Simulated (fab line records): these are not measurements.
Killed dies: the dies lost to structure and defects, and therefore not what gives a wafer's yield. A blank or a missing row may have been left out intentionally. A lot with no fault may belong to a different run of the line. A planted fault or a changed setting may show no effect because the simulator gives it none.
Matching of chambers :: flow n5Finfet :: N5_ZERO_LAYER_ETCH_18 on rieSi-06: 4 sister chambers
The step etches Si in HBr/Cl2, target depth 120 nm, time 40 s. 8 wafers are shown with their chamber, then 7 later ones without.

## WAFERS PAIRED WITH THEIR CHAMBERS
wafer: L076.2
chamber: 1
drypumpMotorCurrentA (A): 5.6
throttleValvePct (%): 36.19

wafer: L081.3
chamber: 3
drypumpMotorCurrentA (A): 5.2
throttleValvePct (%): 36.16

wafer: L081.4
chamber: 2
drypumpMotorCurrentA (A): 5.8
throttleValvePct (%): 36.47

wafer: L086.2
chamber: 0
drypumpMotorCurrentA (A): 5.2
throttleValvePct (%): 36.07

wafer: L086.3
chamber: 2
drypumpMotorCurrentA (A): 5.8
throttleValvePct (%): 36.44

wafer: L086.6
chamber: 1
drypumpMotorCurrentA (A): 5.6
throttleValvePct (%): 36.18

wafer: L088.1
chamber: 3
drypumpMotorCurrentA (A): 5.3
throttleValvePct (%): 36.15

wafer: L088.4
chamber: 0
drypumpMotorCurrentA (A): 5.2
throttleValvePct (%): 36.07

## WAFERS MISSING THEIR CHAMBER
wafer: L088.6
drypumpMotorCurrentA (A): 5.8
throttleValvePct (%): 36.45

wafer: L091.2
drypumpMotorCurrentA (A): 5.3
throttleValvePct (%): 36.16

wafer: L091.5
drypumpMotorCurrentA (A): 5.3
throttleValvePct (%): 36.16

wafer: L091.6
drypumpMotorCurrentA (A): 5.2
throttleValvePct (%): 36.07

wafer: L094.1
drypumpMotorCurrentA (A): 5.3
throttleValvePct (%): 36.15

wafer: L094.5
drypumpMotorCurrentA (A): 5.2
throttleValvePct (%): 36.08

wafer: L094.6
drypumpMotorCurrentA (A): 5.7
throttleValvePct (%): 36.18

## WHICH CHAMBER EACH ONE RAN IN
wafer: L088.6
from the rows above: 2
in truth: 2

wafer: L091.2
from the rows above: 3
in truth: 3

wafer: L091.5
from the rows above: 3
in truth: 3

wafer: L091.6
from the rows above: 0
in truth: 0

wafer: L094.1
from the rows above: 3
in truth: 3

wafer: L094.5
from the rows above: 0
in truth: 0

wafer: L094.6
from the rows above: 1
in truth: 1
7 of 7 placed correctly. From these rows, 0 cannot be placed. Number placed wrongly: 0.
How it was worked out, from the rows above alone: a wafer's distance from a chamber is the root of the sum, over the readings, of the square of ((its reading less the chamber's mean) divided by the reading's scatter). The wafer belongs to the nearest chamber; if the next one is less than 2 further off, it can't be placed. Each chamber's mean is taken over the wafers shown for it. The scatter: take each reading less its chamber's mean, square it, sum over the shown wafers, divide by the number of wafers less the number of chambers, and take the root.
